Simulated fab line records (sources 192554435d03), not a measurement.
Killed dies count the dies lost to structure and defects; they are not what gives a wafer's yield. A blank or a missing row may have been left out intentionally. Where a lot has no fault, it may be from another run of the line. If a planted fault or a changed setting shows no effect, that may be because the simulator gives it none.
Chamber matching | flow n5-finfet | 4 sister chambers for N5_HKMG_FIN_ALD_74 on ald-hk-01
The step deposits La2O3, target thk 0.5 nm, pulse time 6 s, co reactant pulse time 1 s. 4 wafers are shown with their chamber, then 7 later ones without.

== WAFERS WITH THEIR CHAMBER ==
wafer  | chamber | heater-power-w (W)
L090.1 | 2       | 418
L090.3 | 1       | 375
L091.2 | 0       | 374
L091.4 | 3       | 372

== WAFERS WITHOUT THEIR CHAMBER ==
wafer  | heater-power-w (W)
L091.6 | 373
L093.2 | 421
L093.3 | 367
L093.4 | 367
L097.1 | 366
L097.4 | 420
L097.5 | 377

== WHICH CHAMBER EACH ONE RAN IN ==
wafer  | from the rows above          | in truth
L091.6 | can't be placed: 0 or 3 or 1 | 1
L093.2 | 2                            | 2
L093.3 | can't be placed: 3 or 0 or 1 | 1
L093.4 | can't be placed: 3 or 0 or 1 | 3
L097.1 | can't be placed: 3 or 0 or 1 | 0
L097.4 | 2                            | 2
L097.5 | can't be placed: 1 or 0 or 3 | 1
2 of 7 placed correctly. These rows do not allow placing 5 (true chamber among the candidates in 5). Number placed wrongly: 0.
How it was worked out, from the rows above alone: a wafer's distance from a chamber is the root of the sum, over the readings, of the square of ((its reading less the chamber's mean) divided by the reading's scatter). The wafer belongs to the nearest chamber; if the next one is less than 2 further off, it can't be placed. Each chamber's mean is taken over the wafers shown for it. The scatter: with one shown wafer a chamber, the root of the mean of the squares of how far each hidden wafer lies from its nearest shown one.
